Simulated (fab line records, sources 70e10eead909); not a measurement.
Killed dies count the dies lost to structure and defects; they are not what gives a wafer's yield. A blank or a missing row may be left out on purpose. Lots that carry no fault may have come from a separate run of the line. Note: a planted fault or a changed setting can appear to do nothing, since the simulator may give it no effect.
Chamber matching -- flow nandHarc -- NHARC_A_WL_FILL_ALD_19 on aldMetal-03 has 4 sister chambers
The step deposits TiN, target thk 2 nm, pulse time 3 s, ald cycles 100. 4 wafers are shown with their chamber, then 7 later ones without.

== WAFERS PAIRED WITH THEIR CHAMBERS ==
wafer,chamber,heaterPowerW (W)
L208.1,1,1144
L209.2,3,791
L215.2,0,1230
L215.3,2,969

== WAFERS MISSING THEIR CHAMBER ==
wafer,heaterPowerW (W)
L215.5,1215
L225.1,1235
L225.2,968
L225.5,1266
L222.2,983
L222.4,1163
L222.6,957

== CHAMBER TAKEN BY EACH ==
wafer,from the rows above,in truth
L215.5,0,0
L225.1,0,0
L225.2,2,2
L225.5,0,0
L222.2,2,2
L222.4,1,1
L222.6,2,2
7 of 7 placed correctly. Can't be placed from these rows: 0. Wrongly placed: 0.
How it was worked out, from the rows above alone: a wafer's distance from a chamber is the root of the sum, over the readings, of the square of ((its reading less the chamber's mean) divided by the reading's scatter). If the next closest chamber is less than 2 further off than the closest, the wafer can't be placed; otherwise it belongs to the closest. Each chamber's mean is taken over the wafers shown for it. The scatter (one wafer shown for each chamber): square how far every hidden wafer sits from the nearest shown wafer, average those squares and take the square root.
